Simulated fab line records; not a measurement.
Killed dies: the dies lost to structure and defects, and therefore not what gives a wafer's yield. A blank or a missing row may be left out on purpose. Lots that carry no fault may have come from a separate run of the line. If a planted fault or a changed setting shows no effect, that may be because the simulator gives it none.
fab line records	flow n5-finfet
record: lots: 24	wafers: 72	last-day: 19
route steps=1938 shown BEOL_M7@1265 BEOL_M8@1332
lots that met no fault: from a run of the same line without faults
start-h: the number of hours between the record's first day and the start of the first shown wafer of the lot	wait-h: hours elapsed since this lot's preceding step	" as in the row above	L1.1+2: a row that stands for several wafers	- no value, or no start given	* or withheld: withheld	< > ~ a bound
route shown NAME@n: a module of which the file shows steps, and the number in the route of the first	usual: mean/standard deviation taken from wafers without a fault	same: alike in all rows	chamber/n: place in a boat	sites: each site's reading	_std_site: standard deviation of those values	_edge_site: mean of outer sites minus mean of inner sites	radius-mm: for every site, how far away it sits from the centre of the wafer	mask NAME#n: copy n	behind: the tool/chamber that last shaped the wafer	hold: why the lot went on hold/how many hours it stayed there/how the hold came to an end	device: whichever transistor did not switch (one of n, p or np)	end of line: the same wafers' tests at the end of the route	a step without rows: its recipe alone	killed: count of dies lost to structure and defects at first sort (not the wafer's yield)	map: per-die view of a wafer (x killed, . not killed, _ where there is no die)
set.NAME: the run value of the setting; set.NAME@STEP: its run value at that earlier step	model.NAME: the simulator's own value behind a step, which no gauge read
one table for each step of the route and one row for each wafer, over a sample of lots
services: from which hour (start-h, from the record's first day; less than 0 if before it) a tool's chamber was out of use, for how many hours, and why
== steps ==
step: N5_BEOL_M7_THK_MEAS_01
recipe: reads: SiCOH_lowk_of_BEOL_M7_ILD_DEP_00
usual: M7_ILD_THK: 153.8/1.9
lot.wafer	tool	chamber	start-h	wait-h	M7_ILD_THK[nm]
L074.1	film-metro-02	-	199.62	0.4	152.0
L074.5	"	-	"	"	152.7
L074.6	"	-	"	"	157.3
L075.2	film-metro-02	-	223.99	0.4	151.8
L075.5	"	-	"	"	152.8
L075.6	"	-	"	"	155.3
L076.4	film-metro-02	-	226.62	0.2	154.8
L076.5	"	-	"	"	154.6
L076.6	"	-	"	"	154.9
L077.1	film-metro-01	-	230.70	0.4	152.6
L077.3	"	-	"	"	154.2
L077.6	"	-	"	"	155.4
L079.1	film-metro-02	-	231.44	0.4	154.3
L079.3	"	-	"	"	158.4
L079.4	"	-	"	"	154.0
L078.4	film-metro-02	-	233.54	0.2	155.9
L078.5	"	-	"	"	157.3
L078.6	"	-	"	"	156.8
L080.3	film-metro-01	-	237.89	0.3	153.6
L080.4	"	-	"	"	152.0
L080.5	"	-	"	"	153.2
L081.2	film-metro-02	-	239.00	0.4	151.6
L081.3	"	-	"	"	154.7
L081.5	"	-	"	"	152.7
L083.3	film-metro-02	-	259.16	0.3	155.4
L083.4	"	-	"	"	157.7
L083.5	"	-	"	"	155.3
L082.2	film-metro-01	-	266.11	0.4	154.3
L082.3	"	-	"	"	152.9
L082.6	"	-	"	"	156.2
L084.1	film-metro-02	-	273.42	0.4	153.6
L084.4	"	-	"	"	154.3
L084.6	"	-	"	"	155.9
L086.1	film-metro-02	-	278.57	0.4	153.1
L086.2	"	-	"	"	155.3
L086.3	"	-	"	"	151.8
L087.1	film-metro-01	-	285.87	0.4	149.2
L087.2	"	-	"	"	150.8
L087.4	"	-	"	"	152.7
L085.1	film-metro-02	-	286.70	0.4	152.7
L085.4	"	-	"	"	154.5
L085.6	"	-	"	"	154.8
L088.1	film-metro-01	-	289.12	0.4	152.1
L088.3	"	-	"	"	153.4
L088.5	"	-	"	"	154.7
L090.1	film-metro-01	-	308.81	0.4	153.4
L090.2	"	-	"	"	152.0
L090.6	"	-	"	"	156.0
L091.2	film-metro-02	-	312.73	0.4	154.1
L091.3	"	-	"	"	151.1
L091.4	"	-	"	"	154.3
L089.2	film-metro-02	-	313.54	0.4	150.4
L089.3	"	-	"	"	153.9
L089.6	"	-	"	"	153.2
L092.2	film-metro-01	-	322.11	0.4	153.2
L092.4	"	-	"	"	153.0
L092.6	"	-	"	"	157.1
L093.1	film-metro-02	-	322.55	0.8	152.9
L093.5	"	-	"	"	155.8
L093.6	"	-	"	"	154.0
L096.1	film-metro-01	-	337.77	0.4	151.2
L096.3	"	-	"	"	154.3
L096.5	"	-	"	"	158.8
L094.2	film-metro-02	-	338.91	0.7	152.8
L094.3	"	-	"	"	152.1
L094.5	"	-	"	"	155.7
L095.1	film-metro-02	-	341.23	0.4	150.1
L095.2	"	-	"	"	151.7
L095.4	"	-	"	"	155.2
L097.1	film-metro-01	-	365.70	0.4	150.5
L097.4	"	-	"	"	154.9
L097.5	"	-	"	"	154.3
step: N5_BEOL_M7_INSPECT_13
recipe: mode: adi	inspect-instrument: brightfield
usual: raw-defect-count: 381/82
lot.wafer	tool	chamber	start-h	wait-h	raw-defect-count
L074.1	defect-inspect-02	-	201.35	0.0	495
L074.5	"	-	"	"	356
L074.6	"	-	"	"	350
L075.2	defect-inspect-01	-	224.68	0.0	321
L075.5	"	-	"	"	395
L075.6	"	-	"	"	340
L076.4	defect-inspect-02	-	228.24	0.0	425
L076.5	"	-	"	"	462
L076.6	"	-	"	"	270
L077.1	defect-inspect-02	-	231.44	0.0	222
L077.3	"	-	"	"	368
L077.6	"	-	"	"	266
L079.1	defect-inspect-01	-	234.00	0.0	397
L079.3	"	-	"	"	248
L079.4	"	-	"	"	295
L078.4	defect-inspect-01	-	234.83	0.0	439
L078.5	"	-	"	"	299
L078.6	"	-	"	"	364
L080.3	defect-inspect-02	-	239.21	0.0	256
L080.4	"	-	"	"	359
L080.5	"	-	"	"	306
L081.2	defect-inspect-01	-	239.86	0.0	480
L081.3	"	-	"	"	310
L081.5	"	-	"	"	426
L083.3	defect-inspect-02	-	260.37	0.0	403
L083.4	"	-	"	"	328
L083.5	"	-	"	"	425
L082.2	defect-inspect-01	-	267.32	0.0	266
L082.3	"	-	"	"	326
L082.6	"	-	"	"	290
L084.1	defect-inspect-02	-	275.65	0.0	337
L084.4	"	-	"	"	390
L084.6	"	-	"	"	474
L086.1	defect-inspect-01	-	279.22	0.0	395
L086.2	"	-	"	"	534
L086.3	"	-	"	"	296
L087.1	defect-inspect-02	-	287.10	0.0	312
L087.2	"	-	"	"	325
L087.4	"	-	"	"	352
L085.1	defect-inspect-02	-	287.35	0.0	403
L085.4	"	-	"	"	397
L085.6	"	-	"	"	351
L088.1	defect-inspect-02	-	290.02	0.0	470
L088.3	"	-	"	"	361
L088.5	"	-	"	"	371
L090.1	defect-inspect-01	-	311.21	0.0	367
L090.2	"	-	"	"	447
L090.6	"	-	"	"	408
L091.2	defect-inspect-01	-	314.74	0.0	485
L091.3	"	-	"	"	438
L091.4	"	-	"	"	329
L089.2	defect-inspect-01	-	314.91	0.0	403
L089.3	"	-	"	"	520
L089.6	"	-	"	"	562
L092.2	defect-inspect-02	-	323.13	0.0	443
L092.4	"	-	"	"	370
L092.6	"	-	"	"	529
L093.1	defect-inspect-01	-	323.43	0.0	295
L093.5	"	-	"	"	462
L093.6	"	-	"	"	449
L096.1	defect-inspect-02	-	339.93	0.0	278
L096.3	"	-	"	"	276
L096.5	"	-	"	"	624
L094.2	defect-inspect-01	-	340.27	0.0	534
L094.3	"	-	"	"	517
L094.5	"	-	"	"	377
L095.1	defect-inspect-01	-	342.72	0.0	348
L095.2	"	-	"	"	429
L095.4	"	-	"	"	432
L097.1	defect-inspect-02	-	367.32	0.0	457
L097.4	"	-	"	"	536
L097.5	"	-	"	"	511
step: N5_BEOL_M7_ETCH_61
recipe: chemistry: CF4	target: SiARC	target-depth-a: 455	mask-material: CAR-ArF	time-s: 75.8	ion-energy-ev: 80	pressure-mtorr: 40	source-w: 545	bias-w: 36	Ar_flow_sccm: 100	cf4-flow-sccm: 100	ends: cleared
usual: drypump-motor-current-A: 5.5/0.55	etch-rf-on-time-s: 75.7/2.1	oes-product-au: 0.67/0.072	rf-vpp-V: 184.0/1.2	showerhead-plenum-p-Torr: 2.13/0.074	throttle-valve-pct: 15.63/0.22
lot.wafer	tool	chamber	start-h	wait-h	drypump-motor-current-A	etch-rf-on-time-s	oes-product-au	rf-hours-counter-h	rf-vpp-V	showerhead-plenum-p-Torr	throttle-valve-pct
L074.1	rie-diel-03	1	201.44	0.0	5.6	73.1	0.62	205	182.6	2.12	15.90
L074.5	"	0	"	"	5.0	74.4	0.79	-	184.4	2.27	15.36
L074.6	"	3	"	"	6.2	75.2	0.71	-	183.1	2.10	15.67
L075.2	rie-diel-04	0	224.77	0.0	5.3	73.9	0.79	27	183.3	2.18	15.56
L075.5	"	1	"	"	5.7	75.0	0.67	-	184.5	2.14	15.70
L075.6	"	2	"	"	4.7	78.0	0.59	-	183.9	2.00	15.47
L076.4	rie-diel-03	1	228.35	0.0	5.6	75.0	0.61	211	183.3	2.12	15.89
L076.5	"	1	"	"	5.6	74.7	0.61	-	183.3	2.12	15.91
L076.6	"	0	"	"	5.0	75.1	0.78	-	186.0	2.27	15.38
L077.1	rie-diel-04	2	231.51	0.0	4.7	79.1	0.58	223	183.9	2.00	15.47
L077.3	"	1	"	"	5.6	76.6	0.66	151	185.7	2.14	15.69
L077.6	"	2	"	"	4.7	80.0	0.59	-	183.9	2.00	15.49
L079.1	rie-diel-01	2	234.44	0.0	5.5	79.2	0.74	41	183.2	2.08	15.31
L079.3	"	2	"	"	5.5	78.6	0.75	-	182.3	2.08	15.31
L079.4	"	1	"	"	5.1	80.7	0.61	-	183.1	2.05	15.96
L078.4	rie-diel-04	1	235.12	0.0	5.7	75.5	0.67	152	184.9	2.14	15.70
L078.5	"	0	"	"	5.3	74.8	0.77	-	183.5	2.18	15.59
L078.6	"	3	"	"	6.4	75.0	0.64	-	182.8	2.12	15.76
L080.3	rie-diel-04	2	239.60	0.0	4.8	77.6	0.60	227	184.2	2.00	15.50
L080.4	"	3	"	"	6.4	74.9	0.63	162	183.8	2.12	15.75
L080.5	"	1	"	"	5.6	75.7	0.66	-	184.3	2.14	15.69
L081.2	rie-diel-04	2	239.93	0.0	4.8	78.6	0.58	227	182.7	2.00	15.50
L081.3	"	3	"	"	6.4	75.1	0.63	162	184.5	2.12	15.76
L081.5	"	3	"	"	6.4	74.8	0.63	-	182.2	2.12	15.77
L083.3	rie-diel-04	3	261.33	0.0	6.4	74.7	0.63	171	185.2	2.12	15.77
L083.4	"	2	"	"	4.8	78.9	0.58	237	181.1	2.00	15.50
L083.5	"	2	"	"	4.7	79.0	0.58	-	183.0	2.00	15.50
L082.2	rie-diel-04	0	267.71	0.0	5.3	74.6	0.75	44	184.8	2.17	15.60
L082.3	"	2	"	"	4.7	78.4	0.58	240	183.8	2.00	15.54
L082.6	"	0	"	"	5.3	74.7	0.75	-	183.6	2.17	15.59
L084.1	rie-diel-04	0	276.22	0.0	5.3	74.8	0.74	48	184.7	2.17	15.61
L084.4	"	3	"	"	6.5	74.0	0.62	177	184.0	2.12	15.79
L084.6	"	3	"	"	6.4	74.2	0.63	-	184.6	2.12	15.79
L086.1	rie-diel-04	0	279.29	0.0	5.3	75.3	0.74	49	184.2	2.17	15.62
L086.2	"	3	"	"	6.4	75.1	0.62	178	182.7	2.12	15.78
L086.3	"	1	"	"	5.7	75.9	0.64	172	183.2	2.13	15.75
L087.1	rie-diel-04	1	287.94	0.0	5.6	75.4	0.65	177	182.5	2.13	15.74
L087.2	"	0	"	"	5.2	74.9	0.74	53	183.5	2.17	15.63
L087.4	"	2	"	"	4.7	78.5	0.57	248	180.8	1.99	15.54
L085.1	rie-diel-04	3	288.20	0.0	6.4	74.4	0.63	182	184.1	2.12	15.79
L085.4	"	0	"	"	5.3	75.1	0.74	53	184.8	2.17	15.62
L085.6	"	0	"	"	5.3	74.3	0.75	-	183.0	2.17	15.62
L088.1	rie-diel-01	2	290.34	0.0	5.4	77.5	0.71	68	183.1	2.07	15.36
L088.3	"	1	"	"	5.1	79.8	0.59	204	182.5	2.04	16.02
L088.5	"	1	"	"	5.1	80.4	0.58	-	183.6	2.05	16.01
L090.1	rie-diel-01	2	311.28	0.0	5.5	77.4	0.72	74	183.7	2.07	15.37
L090.2	"	1	"	"	5.1	79.0	0.59	211	182.6	2.04	16.04
L090.6	"	3	"	"	5.6	70.2	0.76	-	183.5	2.20	15.36
L091.2	rie-diel-01	2	314.81	0.0	5.5	78.4	0.71	75	183.4	2.07	15.38
L091.3	"	3	"	"	5.6	70.2	0.77	49	184.2	2.20	15.35
L091.4	"	0	"	"	5.3	74.1	0.74	43	185.3	2.25	15.49
L089.2	rie-diel-04	3	314.98	0.0	6.4	73.4	0.62	191	183.1	2.11	15.82
L089.3	"	1	"	"	5.6	75.1	0.64	185	185.5	2.13	15.75
L089.6	"	1	"	"	5.6	75.3	0.64	-	183.5	2.13	15.76
L092.2	rie-diel-03	3	323.20	0.0	6.2	74.8	0.69	79	182.1	2.09	15.71
L092.4	"	2	"	"	5.1	75.2	0.67	134	184.0	2.16	15.76
L092.6	"	1	"	"	5.6	73.6	0.61	-	183.3	2.12	15.95
L093.1	rie-diel-03	2	323.72	0.0	5.1	75.1	0.67	134	183.9	2.16	15.76
L093.5	"	0	"	"	5.0	75.9	0.75	-	186.5	2.26	15.42
L093.6	"	3	"	"	6.2	75.1	0.69	-	183.5	2.09	15.72
L096.1	rie-diel-03	0	339.99	0.0	5.0	75.0	0.75	56	186.2	2.26	15.43
L096.3	"	3	"	"	6.2	74.2	0.69	82	182.6	2.09	15.72
L096.5	"	1	"	"	5.6	73.7	0.61	-	184.1	2.12	15.95
L094.2	rie-diel-04	0	340.34	0.0	5.3	74.7	0.73	67	183.8	2.16	15.66
L094.3	"	2	"	"	4.7	77.0	0.82	7	186.2	2.24	15.02
L094.5	"	0	"	"	5.3	74.3	0.72	-	185.1	2.16	15.64
L095.1	rie-diel-04	2	342.79	0.0	4.8	76.2	0.82	8	184.3	2.24	15.02
L095.2	"	0	"	"	5.3	75.1	0.72	68	187.1	2.16	15.64
L095.4	"	1	"	"	5.7	75.9	0.64	192	185.4	2.13	15.79
L097.1	rie-diel-04	1	367.39	0.0	5.7	75.7	0.63	197	183.6	2.12	15.78
L097.4	"	0	"	"	5.2	74.9	0.72	74	184.6	2.16	15.65
L097.5	"	2	"	"	4.8	76.7	0.80	-	186.9	2.24	15.03
step: N5_BEOL_M7_DEGAS_44
recipe: ambient: vacuum	temp-c: 250	time-s: 60
usual: heater-power-w: 334/36
lot.wafer	tool	chamber	start-h	wait-h	heater-power-w
L074.1	pvd-sputter-03	-	203.61	0.3	326
L074.5	"	-	"	"	314
L074.6	"	-	"	"	312
L075.2	pvd-sputter-01	-	227.78	1.0	354
L075.5	"	-	"	"	324
L075.6	"	-	"	"	422
L076.4	pvd-sputter-02	-	230.33	0.2	332
L076.5	"	-	"	"	281
L076.6	"	-	"	"	383
L077.1	pvd-sputter-01	-	234.16	0.4	325
L077.3	"	-	"	"	296
L077.6	"	-	"	"	350
L079.1	pvd-sputter-02	-	237.79	1.2	342
L079.3	"	-	"	"	288
L079.4	"	-	"	"	290
L078.4	pvd-sputter-01	-	238.80	0.3	428
L078.5	"	-	"	"	419
L078.6	"	-	"	"	324
L080.3	pvd-sputter-02	-	241.73	0.3	286
L080.4	"	-	"	"	376
L080.5	"	-	"	"	339
L081.2	pvd-sputter-03	-	242.13	0.3	315
L081.3	"	-	"	"	330
L081.5	"	-	"	"	338
L083.3	pvd-sputter-02	-	265.16	0.3	294
L083.4	"	-	"	"	291
L083.5	"	-	"	"	378
L082.2	pvd-sputter-02	-	270.61	0.3	370
L082.3	"	-	"	"	288
L082.6	"	-	"	"	365
L084.1	pvd-sputter-01	-	278.34	0.5	348
L084.4	"	-	"	"	323
L084.6	"	-	"	"	321
L086.1	pvd-sputter-03	-	284.45	0.7	334
L086.2	"	-	"	"	320
L086.3	"	-	"	"	318
L087.1	pvd-sputter-01	-	290.48	0.4	303
L087.2	"	-	"	"	332
L087.4	"	-	"	"	417
L085.1	pvd-sputter-03	-	292.70	2.4	326
L085.4	"	-	"	"	317
L085.6	"	-	"	"	313
L088.1	pvd-sputter-01	-	293.02	0.3	366
L088.3	"	-	"	"	410
L088.5	"	-	"	"	417
L090.1	pvd-sputter-03	-	314.37	0.3	324
L090.2	"	-	"	"	322
L090.6	"	-	"	"	325
L091.2	pvd-sputter-01	-	318.70	0.5	424
L091.3	"	-	"	"	322
L091.4	"	-	"	"	355
L089.2	pvd-sputter-03	-	319.10	0.3	323
L089.3	"	-	"	"	316
L089.6	"	-	"	"	316
L093.1	pvd-sputter-03	-	334.11	0.5	335
L093.5	"	-	"	"	335
L093.6	"	-	"	"	318
L092.2	pvd-sputter-01	-	335.00	0.7	332
L092.4	"	-	"	"	405
L092.6	"	-	"	"	345
L096.1	pvd-sputter-01	-	342.34	0.3	332
L096.3	"	-	"	"	417
L096.5	"	-	"	"	432
L094.2	pvd-sputter-03	-	342.51	0.3	317
L094.3	"	-	"	"	312
L094.5	"	-	"	"	323
L095.1	pvd-sputter-03	-	346.81	0.6	316
L095.2	"	-	"	"	324
L095.4	"	-	"	"	328
L097.1	pvd-sputter-02	-	370.13	0.4	340
L097.4	"	-	"	"	368
L097.5	"	-	"	"	375
step: N5_BEOL_M8_ILD_DEP_00
recipe: material: SiCOH_lowk	target-thk-a: 1797.5	temp-c: 300	precursor: DEMS/porogen	pressure-torr: 5	rf-w: 500	time-s: 33.4
usual: chamber-pressure-Torr: 5.002/0.011	heater-power-outer-w: 154/41	heater-power-w: 323/58	showerhead-plenum-p-Torr: 5.741/0.021	throttle-valve-pct: 13.8/0.58
lot.wafer	tool	chamber	start-h	wait-h	chamber-pressure-Torr	heater-power-outer-w	heater-power-w	showerhead-plenum-p-Torr	throttle-valve-pct
L074.1	pecvd-03	1	209.51	0.0	5.001	155	353	5.723	13.2
L074.5	"	0	"	"	5.020	151	305	5.721	13.7
L074.6	"	1	"	"	4.994	167	340	5.721	13.1
L075.2	pecvd-02	0	229.64	0.0	4.991	90	271	5.737	13.4
L075.5	"	0	"	"	4.982	93	270	5.757	13.3
L075.6	"	2	"	"	5.003	149	304	5.770	13.8
L076.4	pecvd-01	1	232.45	0.1	4.988	107	234	5.745	15.2
L076.5	"	0	"	"	5.007	125	272	5.731	13.7
L076.6	"	2	"	"	4.998	158	324	5.716	13.3
L077.1	pecvd-02	2	235.97	0.0	5.005	171	332	5.775	13.9
L077.3	"	2	"	"	5.003	174	338	5.765	13.5
L077.6	"	2	"	"	4.996	172	330	5.764	13.7
L079.1	pecvd-02	2	239.52	0.0	4.998	175	348	5.785	13.8
L079.3	"	2	"	"	5.003	173	356	5.766	13.6
L079.4	"	0	"	"	5.010	127	324	5.746	13.6
L078.4	pecvd-03	0	240.84	0.1	4.993	155	306	5.751	13.5
L078.5	"	1	"	"	4.999	166	358	5.724	13.4
L078.6	"	2	"	"	5.032	226	431	5.748	13.2
L080.3	pecvd-01	2	243.61	0.1	5.008	205	383	5.703	13.7
L080.4	"	0	"	"	4.993	128	283	5.736	14.1
L080.5	"	0	"	"	5.002	130	280	5.725	14.4
L081.2	pecvd-02	2	245.34	0.0	4.996	154	315	5.778	14.0
L081.3	"	0	"	"	4.998	114	303	5.757	13.3
L081.5	"	0	"	"	4.986	118	308	5.744	13.3
L083.3	pecvd-01	0	267.06	0.0	4.990	159	313	5.716	14.0
L083.4	"	1	"	"	5.003	86	211	5.737	15.1
L083.5	"	0	"	"	4.985	164	318	5.727	13.8
L082.2	pecvd-01	2	272.99	0.0	5.023	173	339	5.694	13.6
L082.3	"	0	"	"	4.996	123	274	5.727	14.1
L082.6	"	1	"	"	5.015	100	224	5.743	15.4
L084.1	pecvd-01	2	279.95	0.0	5.022	201	380	5.696	13.6
L084.4	"	0	"	"	4.998	157	328	5.741	14.1
L084.6	"	1	"	"	5.003	86	210	5.742	15.2
L086.1	pecvd-03	2	286.98	0.0	4.981	246	460	5.754	13.4
L086.2	"	1	"	"	5.016	198	395	5.733	13.2
L086.3	"	0	"	"	5.013	157	318	5.742	13.2
L087.1	pecvd-02	0	294.10	0.0	5.004	94	273	5.741	13.4
L087.2	"	1	"	"	4.979	221	414	5.743	13.8
L087.4	"	1	"	"	4.987	227	420	5.750	14.0
L085.1	pecvd-01	2	294.37	0.0	4.995	175	342	5.701	13.7
L085.4	"	1	"	"	5.016	109	240	5.740	15.1
L085.6	"	0	"	"	5.002	155	320	5.719	13.9
L088.1	pecvd-03	2	295.24	0.0	5.009	238	437	5.753	13.3
L088.3	"	0	"	"	5.020	161	325	5.736	13.8
L088.5	"	0	"	"	5.019	163	329	5.723	13.3
L090.1	pecvd-02	0	316.00	0.0	4.996	98	278	5.738	13.3
L090.2	"	2	"	"	4.987	182	345	5.771	13.8
L090.6	"	0	"	"	5.001	104	293	5.747	13.5
L091.2	pecvd-02	0	321.25	0.0	4.993	76	251	5.744	13.5
L091.3	"	2	"	"	5.007	146	306	5.774	13.6
L091.4	"	0	"	"	5.009	81	256	5.753	13.1
L089.2	pecvd-01	2	321.74	0.0	5.010	194	365	5.705	13.9
L089.3	"	0	"	"	4.982	165	328	5.720	14.2
L089.6	"	0	"	"	4.988	108	250	5.724	13.7
L093.1	pecvd-01	0	336.66	0.0	4.985	155	309	5.732	14.0
L093.5	"	0	"	"	5.006	155	320	5.717	13.9
L093.6	"	2	"	"	4.999	179	349	5.702	13.4
L092.2	pecvd-02	1	337.36	0.0	4.996	186	353	5.747	13.9
L092.4	"	1	"	"	5.005	187	365	5.751	13.9
L092.6	"	2	"	"	4.998	180	346	5.776	13.9
L096.1	pecvd-02	1	344.00	0.0	5.005	182	358	5.743	13.9
L096.3	"	2	"	"	5.002	157	317	5.756	13.7
L096.5	"	0	"	"	4.985	77	250	5.741	13.2
L094.2	pecvd-01	2	344.29	0.0	5.009	171	349	5.709	13.9
L094.3	"	0	"	"	5.024	162	323	5.741	14.0
L094.5	"	2	"	"	5.003	178	348	5.706	13.5
L095.1	pecvd-03	0	348.92	0.0	4.989	163	325	5.753	13.5
L095.2	"	2	"	"	5.017	234	427	5.754	13.5
L095.4	"	1	"	"	5.007	187	386	5.727	13.2
L097.1	pecvd-02	0	371.90	0.0	4.996	131	328	5.747	13.5
L097.4	"	2	"	"	5.005	172	326	5.753	13.9
L097.5	"	1	"	"	5.000	191	376	5.749	14.2
step: N5_BEOL_M8_HM_OPEN_17
recipe: chemistry: Cl2/BCl3	target-depth-a: 200	overetch-a: 60	target: TiN	mask-material: SOC	ion-energy-ev: 150	pressure-mtorr: 10	icp-w: 1000	bias-w: 126	Cl2_flow_sccm: 53.25	bcl3-flow-sccm: 21.75	Ar_flow_sccm: 25
usual: drypump-motor-current-A: 5.7/0.38	mfc-cl2-sccm: 53.26/0.17	oes_ar_750_au: 0.81/0.089	oes-product-au: 0.69/0.078	throttle-valve-pct: 22.20/0.29
lot.wafer	tool	chamber	start-h	wait-h	drypump-motor-current-A	mfc-cl2-sccm	oes_ar_750_au	oes-product-au	rf-hours-counter-h	throttle-valve-pct
L074.1	rie-metal-02	0	212.71	0.0	5.8	53.09	0.66	0.55	106	22.33
L074.5	"	1	"	"	5.6	53.68	0.79	0.71	-	22.61
L074.6	"	0	"	"	5.8	53.14	0.66	0.56	-	22.33
L075.2	rie-metal-02	0	231.45	0.0	5.8	53.50	0.66	0.56	107	22.32
L075.5	"	0	"	"	5.8	53.34	0.65	0.55	-	22.31
L075.6	"	1	"	"	5.6	53.09	0.78	0.73	-	22.57
L076.4	rie-metal-02	0	234.57	0.1	5.8	53.19	0.65	0.55	-	22.33
L076.5	"	0	"	"	5.8	53.19	0.66	0.55	-	22.34
L076.6	"	1	"	"	5.6	53.10	0.79	0.71	-	22.58
L077.1	rie-metal-03	1	239.08	0.0	6.2	53.14	0.82	0.70	25	22.05
L077.3	"	0	"	"	5.3	53.32	0.85	0.70	-	21.86
L077.6	"	0	"	"	5.3	53.11	0.85	0.70	-	21.86
L079.1	rie-metal-03	1	242.37	0.0	6.2	52.89	0.81	0.70	26	22.02
L079.3	"	1	"	"	6.2	52.77	0.82	0.69	-	22.04
L079.4	"	0	"	"	5.3	53.52	0.85	0.70	-	21.87
L078.4	rie-metal-03	1	242.77	0.1	6.2	53.17	0.82	0.69	-	22.04
L078.5	"	0	"	"	5.3	53.22	0.85	0.71	-	21.87
L078.6	"	1	"	"	6.2	53.29	0.82	0.70	-	22.02
L080.3	rie-metal-01	1	246.19	0.1	6.2	53.46	0.92	0.82	-	22.48
L080.4	"	0	"	"	5.2	53.42	0.61	0.51	-	22.23
L080.5	"	0	"	"	5.2	53.17	0.61	0.51	-	22.25
L081.2	rie-metal-03	0	247.85	0.0	5.3	53.46	0.85	0.70	29	21.88
L081.3	"	0	"	"	5.3	53.11	0.85	0.71	-	21.86
L081.5	"	0	"	"	5.3	53.31	0.85	0.70	-	21.84
L083.3	rie-metal-03	0	270.51	0.1	5.3	53.49	0.84	0.69	-	21.88
L083.4	"	1	"	"	6.3	53.10	0.80	0.70	-	22.01
L083.5	"	1	"	"	6.2	53.21	0.81	0.69	-	22.06
L082.2	rie-metal-02	1	275.98	0.0	5.6	53.46	0.76	0.70	32	22.59
L082.3	"	0	"	"	5.8	53.19	0.64	0.54	-	22.33
L082.6	"	0	"	"	5.8	53.10	0.64	0.54	-	22.35
L084.1	rie-metal-03	0	283.55	0.0	5.3	53.35	0.84	0.69	33	21.88
L084.4	"	1	"	"	6.2	53.50	0.81	0.69	-	22.05
L084.6	"	0	"	"	5.3	53.17	0.83	0.69	-	21.89
L086.1	rie-metal-01	1	288.94	0.0	6.2	53.41	0.87	0.80	2	22.44
L086.2	"	0	"	"	5.2	53.39	0.94	0.80	2	21.74
L086.3	"	0	"	"	5.2	53.26	0.95	0.79	-	21.76
L087.1	rie-metal-02	0	297.14	0.0	5.8	53.08	0.64	0.54	115	22.36
L087.2	"	1	"	"	5.6	53.30	0.76	0.70	34	22.58
L087.4	"	0	"	"	5.8	53.19	0.65	0.54	-	22.36
L085.1	rie-metal-01	0	297.34	0.0	5.2	53.33	0.93	0.79	3	21.75
L085.4	"	0	"	"	5.2	53.36	0.93	0.78	-	21.79
L085.6	"	1	"	"	6.2	53.27	0.89	0.80	-	22.45
L088.1	rie-metal-02	1	297.64	0.0	5.6	53.30	0.77	0.70	34	22.61
L088.3	"	0	"	"	5.8	53.27	0.64	0.54	-	22.35
L088.5	"	1	"	"	5.6	53.04	0.77	0.71	-	22.58
L090.1	rie-metal-03	0	319.28	0.0	5.3	53.15	0.82	0.68	38	21.91
L090.2	"	1	"	"	6.2	53.19	0.79	0.69	35	22.05
L090.6	"	0	"	"	5.3	53.02	0.82	0.68	-	21.86
L091.2	rie-metal-01	0	323.51	0.0	5.2	53.35	0.92	0.77	5	21.76
L091.3	"	0	"	"	5.2	53.39	0.91	0.77	-	21.77
L091.4	"	1	"	"	6.2	53.12	0.86	0.78	-	22.45
L089.2	rie-metal-03	1	323.67	0.0	6.2	53.42	0.79	0.68	35	22.06
L089.3	"	1	"	"	6.2	53.32	0.78	0.68	-	22.05
L089.6	"	1	"	"	6.2	53.25	0.79	0.68	-	22.06
L093.1	rie-metal-03	1	340.03	0.0	6.2	53.45	0.78	0.67	37	22.06
L093.5	"	0	"	"	5.3	53.50	0.82	0.66	-	21.90
L093.6	"	1	"	"	6.2	53.42	0.78	0.68	-	22.05
L092.2	rie-metal-03	0	340.23	0.0	5.3	52.97	0.82	0.67	40	21.91
L092.4	"	1	"	"	6.2	53.34	0.78	0.66	-	22.06
L092.6	"	1	"	"	6.2	53.21	0.79	0.66	-	22.06
L094.2	rie-metal-01	0	346.81	0.0	5.2	53.38	0.90	0.76	6	21.77
L094.3	"	1	"	"	6.2	53.27	0.85	0.77	-	22.48
L094.5	"	1	"	"	6.2	53.35	0.84	0.77	-	22.47
L096.1	rie-metal-02	0	347.16	0.0	5.8	53.53	0.99	0.82	2	22.37
L096.3	"	0	"	"	5.8	53.28	0.98	0.81	-	22.36
L096.5	"	1	"	"	5.6	53.07	0.74	0.68	-	22.62
L095.1	rie-metal-02	0	351.14	0.0	5.8	52.88	0.97	0.82	2	22.38
L095.2	"	1	"	"	5.6	53.19	0.75	0.68	39	22.62
L095.4	"	0	"	"	5.7	53.12	0.98	0.80	-	22.38
L097.1	rie-metal-02	0	377.04	0.0	5.8	53.30	0.95	0.79	4	22.38
L097.4	"	1	"	"	5.6	53.22	0.74	0.67	-	22.62
L097.5	"	1	"	"	5.6	53.19	0.74	0.67	-	22.64
== services ==
tool	chamber	start-h	hours	kind
pecvd-03	0	179.35	5.6	repair
pecvd-03	-	190.15	1.2	repair
pecvd-02	0	204.42	9.0	repair
rie-metal-01	1	217.03	3.9	repair
rie-diel-01	0	223.37	15.1	repair
rie-metal-03	0	226.36	4.4	repair
rie-metal-02	-	226.85	2.8	pm
rie-metal-01	-	227.83	0.3	repair
pecvd-03	0	228.65	2.3	repair
pecvd-02	1	230.84	14.9	repair
rie-diel-01	3	232.64	22.4	repair
pecvd-01	1	233.56	22.8	repair
rie-metal-02	1	241.66	7.5	repair
rie-diel-03	-	244.35	28.1	pm
rie-metal-01	1	255.86	23.3	repair
pecvd-02	-	298.47	2.8	pm
rie-diel-03	-	302.43	0.1	repair
rie-diel-04	-	305.71	4.3	pm
rie-metal-02	-	331.82	0.9	repair
pecvd-03	0	333.35	5.9	repair
pecvd-01	-	353.41	6.0	pm
pecvd-03	-	357.19	1.2	repair
pvd-sputter-01	-	367.25	3.0	repair
rie-metal-01	-	373.97	2.8	pm
== key ==
fault none
